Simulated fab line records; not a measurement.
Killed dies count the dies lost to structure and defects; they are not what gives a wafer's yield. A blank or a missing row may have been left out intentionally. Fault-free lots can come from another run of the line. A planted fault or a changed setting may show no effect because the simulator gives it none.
Struck lot and sound lot, side by side	flow nand harc	13 out of 1302 route steps
Sound: these wafers, L982.1, L982.3, L982.4. Struck: wafer L987.5 (left out: L987.2, L987.4 of the same lot, which were not struck); the cause appears at the end.
Order at every step that has rows: each side's tool, ch and its chambers, its first start. Under that, the readings that differ: sound wafers	struck wafers	difference of the means	sigmas: that difference in standard deviations of wafers without a fault.
alike: same words and numbers on both sides, and readings whose means sit less than 2 such deviations apart. not compared: any withheld reading, any reading some wafer has no value for, any bound like >300 that may hide the same value, and any number with overlapping values for which the record gives no deviation.
A row with sigmas, a row that says differs or no value, or rows on one side alone: a step with any of these is where the two part. When numbers do not overlap yet have no deviation, they are printed without sigmas and do not part them. Lack of a reading on every wafer of one side parts them only where that side has two or more wafers.

NHARC_A_WL_FILL_CVD_03: deposits W, target thk 40 nm, time 279 s.
  sound on cvd w-02 ch 0,1, day 24 11:51; struck on cvd w-02 ch 1, day 28 01:37
  alike: heater power w, throttle valve pct
NHARC_A_WL_FILL_ETCHBACK_04: etches the open film in NF3, target depth 60 nm, time 120 s.
  sound on rie metal-03 ch 0,1, day 24 12:13; struck on rie metal-02 ch 1, day 28 01:58
reading	sound	struck	difference	sigmas
run length s (s)	141.3 141.2 141.5	142.5	+1.2	+3
  alike: drypump motor current A, oes product au
  not compared: rf hours counter h
then, 1 step without rows for these wafers: NHARC_A_WL_FILL_ETCHBACK_05 (etches the open film in Cl2/BCl3, target depth 22 nm, time 60 s).
NHARC_A_WL_FILL_STRIP_27: strips in N2/H2, time 20 s.
  sound on plasma asher-01 ch 0,1, day 24 12:34; struck on plasma asher-02 ch 1, day 28 02:19
  alike: drypump motor current A, heater power w
  not compared: rf hours counter h
then, 4 steps without rows for these wafers: NHARC_A_WL_FILL_STRIP_28 (strips in post etch residue remover, time 1200 s); NHARC_A_WL_FILL_PRECLEAN_06 (cleans in DIW, time 300 s); NHARC_A_WL_FILL_SRD_07; NHARC_A_WL_FILL_ANNEAL_08 (time 1800 s).
NHARC_A_WL_FILL_ALD_10: deposits SiO2, target thk 50 nm, pulse time 10 s, ald cycles 500.
  sound on ald hk-02 ch 1,2,3, day 24 17:57; struck on ald hk-02 ch 3, day 28 09:43
  alike: heater power w, precursor pulse height rel
NHARC_A_WL_FILL_ETCHBACK_16: etches the open film in C4F8/O2/Ar, target depth 120 nm, time 24 s.
  sound: rie diel-11 ch 0,1,3; struck: rie diel-10 ch 1
reading	sound	struck	difference	sigmas
oes product au (a.u.)	0.920 0.922 0.922	0.981	+0.060	+2
  alike: rf fwd power W, rf vpp V, run length s
  not compared: rf hours counter h
then, 1 step without rows for these wafers: NHARC_A_WL_FILL_STRIP_29 (strips in O2, time 20 s).
NHARC_A_WL_FILL_ETCHBACK_17: etches the open film in Cl2/BCl3, target depth 4 nm, time 26.7 s.
  sound on rie metal-03 ch 0,1, day 24 22:48; struck on rie metal-03 ch 1, day 28 13:01
reading	sound	struck	difference	sigmas
run length s (s)	47.6 47.8 48.0	33.6	-14.2	-28
  alike: drypump motor current A, oes product au
  not compared: rf hours counter h
then, 1 step without rows for these wafers: NHARC_A_WL_FILL_PRECLEAN_18 (cleans in dHF, time 30 s).

WHERE THEY PART
At NHARC_A_WL_FILL_ETCHBACK_04 first; at NHARC_A_WL_FILL_ETCHBACK_17 last (within this record only).

WHY: the cause the simulator had injected
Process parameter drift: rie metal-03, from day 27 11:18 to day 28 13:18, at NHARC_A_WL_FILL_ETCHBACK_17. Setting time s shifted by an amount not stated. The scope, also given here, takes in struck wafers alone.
